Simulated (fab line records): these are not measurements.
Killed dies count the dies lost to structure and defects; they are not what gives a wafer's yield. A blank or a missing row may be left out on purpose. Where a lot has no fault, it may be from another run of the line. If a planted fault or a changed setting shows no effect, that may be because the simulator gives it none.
Chamber matching / flow nandHarc / NHARC_P_M2_DEP_33 on pecvd-04: 3 sister chambers
The step deposits SiCN, target thk 30 nm. 3 wafers are shown with their chamber, then 9 later ones without.

WAFERS, EACH WITH ITS CHAMBER
wafer=L090.1; chamber=1; rfFwdPowerW (W)=448.2
wafer=L090.2; chamber=2; rfFwdPowerW (W)=449.4
wafer=L090.3; chamber=0; rfFwdPowerW (W)=449.1

WAFERS WHOSE CHAMBER IS MISSING
wafer=L092.1; rfFwdPowerW (W)=449.3
wafer=L092.3; rfFwdPowerW (W)=449.5
wafer=L092.5; rfFwdPowerW (W)=446.2
wafer=L094.1; rfFwdPowerW (W)=449.1
wafer=L094.4; rfFwdPowerW (W)=449.1
wafer=L094.5; rfFwdPowerW (W)=449.4
wafer=L097.1; rfFwdPowerW (W)=450.5
wafer=L097.3; rfFwdPowerW (W)=450.3
wafer=L097.4; rfFwdPowerW (W)=452.5

EACH ONE'S CHAMBER
wafer=L092.1; from the rows above=can't be placed: 2 or 0 or 1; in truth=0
wafer=L092.3; from the rows above=can't be placed: 2 or 0 or 1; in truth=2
wafer=L092.5; from the rows above=can't be placed: 1 or 0 or 2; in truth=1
wafer=L094.1; from the rows above=can't be placed: 0 or 2 or 1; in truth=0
wafer=L094.4; from the rows above=can't be placed: 0 or 2 or 1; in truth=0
wafer=L094.5; from the rows above=can't be placed: 2 or 0 or 1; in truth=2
wafer=L097.1; from the rows above=can't be placed: 2 or 0 or 1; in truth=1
wafer=L097.3; from the rows above=can't be placed: 2 or 0 or 1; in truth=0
wafer=L097.4; from the rows above=can't be placed: 2 or 0 or 1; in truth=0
Placed correctly: 0 of 9. Can't be placed from these rows: 9 (the true chamber is among the candidates in 9). Number placed wrongly: 0.
How it was worked out, from the rows above alone: a wafer's distance from a chamber is the root of the sum, over the readings, of the square of ((its reading less the chamber's mean) divided by the reading's scatter). The wafer belongs to the nearest chamber; if the next one is less than 2 further off, it can't be placed. For every chamber, the mean is computed from those of its wafers that are shown. The scatter (one wafer shown for each chamber): square how far every hidden wafer sits from the nearest shown wafer, average those squares and take the square root.
